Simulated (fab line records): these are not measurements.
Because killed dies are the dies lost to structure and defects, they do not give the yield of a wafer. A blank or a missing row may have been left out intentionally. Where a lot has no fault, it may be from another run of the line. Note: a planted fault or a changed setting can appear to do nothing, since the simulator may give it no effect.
Chamber matching / flow n5_finfet / 3 sister chambers for N5_PASSIVATION_PECVD_01 on pecvd-04
The step deposits SiNx from SiH4/NH3/N2, target thk 200 nm, time 43.2 s. 3 wafers are shown with their chamber, then 7 later ones without.

## WAFERS WITH THEIR CHAMBER
wafer=L393.5; chamber=1; throttle_valve_pct (%)=27.5
wafer=L394.1; chamber=2; throttle_valve_pct (%)=30.7
wafer=L394.4; chamber=0; throttle_valve_pct (%)=29.6

## WAFERS WHOSE CHAMBER IS MISSING
wafer=L394.6; throttle_valve_pct (%)=30.8
wafer=L398.2; throttle_valve_pct (%)=29.8
wafer=L398.4; throttle_valve_pct (%)=30.8
wafer=L398.5; throttle_valve_pct (%)=30.0
wafer=L397.2; throttle_valve_pct (%)=30.3
wafer=L397.3; throttle_valve_pct (%)=30.5
wafer=L397.4; throttle_valve_pct (%)=30.2

## WHICH CHAMBER EACH ONE RAN IN
wafer=L394.6; from the rows above=2; in truth=2
wafer=L398.2; from the rows above=0; in truth=0
wafer=L398.4; from the rows above=2; in truth=2
wafer=L398.5; from the rows above=can't be placed: 0 or 2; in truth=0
wafer=L397.2; from the rows above=can't be placed: 2 or 0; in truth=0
wafer=L397.3; from the rows above=2; in truth=2
wafer=L397.4; from the rows above=can't be placed: 2 or 0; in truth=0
Correctly placed: 4 of 7. Not placeable from these rows: 3 (in 3, the candidates include the true chamber). Placed wrongly: 0.
How it was worked out, from the rows above alone: a wafer's distance from a chamber is the root of the sum, over the readings, of the square of ((its reading less the chamber's mean) divided by the reading's scatter). The wafer belongs to the nearest chamber; if the next one is less than 2 further off, it can't be placed. For every chamber, the mean is computed from those of its wafers that are shown. The scatter (one wafer shown for each chamber): square how far every hidden wafer sits from the nearest shown wafer, average those squares and take the square root.
